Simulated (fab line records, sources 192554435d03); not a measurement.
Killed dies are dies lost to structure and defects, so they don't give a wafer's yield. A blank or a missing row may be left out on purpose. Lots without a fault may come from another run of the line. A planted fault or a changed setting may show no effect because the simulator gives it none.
Chamber matching | flow n5_finfet | N5_FIN_CUT_STRIP_22 on rie_diel-03: 4 sister chambers
The step strips in N2/H2. 7 wafers are shown with their chamber, then 9 later ones without.

WAFERS WITH THEIR CHAMBER
wafer  | chamber | showerhead_plenum_p_Torr (Torr) | throttle_valve_pct (%)
L079.1 | 2       | 3.22                            | 18.8
L079.5 | 0       | 3.52                            | 19.2
L081.2 | 3       | 3.40                            | 18.6
L081.4 | 0       | 3.51                            | 19.1
L084.2 | 2       | 3.21                            | 18.8
L084.3 | 1       | 3.48                            | 19.7
L084.6 | 1       | 3.48                            | 19.7

WAFERS WITHOUT THEIR CHAMBER
wafer  | showerhead_plenum_p_Torr (Torr) | throttle_valve_pct (%)
L086.2 | 3.40                            | 18.7
L086.3 | 3.21                            | 18.9
L086.6 | 3.51                            | 19.2
L090.1 | 3.20                            | 18.9
L090.4 | 3.47                            | 19.7
L090.5 | 3.40                            | 18.3
L097.2 | 3.50                            | 19.2
L097.4 | 3.20                            | 18.9
L097.5 | 3.39                            | 18.3

WHICH CHAMBER EACH WENT THROUGH
wafer  | from the rows above | in truth
L086.2 | 3                   | 3
L086.3 | 2                   | 2
L086.6 | 0                   | 0
L090.1 | 2                   | 2
L090.4 | 1                   | 1
L090.5 | 3                   | 3
L097.2 | 0                   | 0
L097.4 | 2                   | 2
L097.5 | 3                   | 3
Placed correctly: 9 of 9. Can't be placed from these rows: 0. Placed wrongly: 0.
How it was worked out, from the rows above alone: a wafer's distance from a chamber is the root of the sum, over the readings, of the square of ((its reading less the chamber's mean) divided by the reading's scatter). The wafer belongs to the nearest chamber; if the next one is less than 2 further off, it can't be placed. A chamber's mean is the mean of its shown wafers. The scatter: the root of (the sum of the squares of (reading less its chamber's mean) over the shown wafers, divided by (wafers less chambers)).
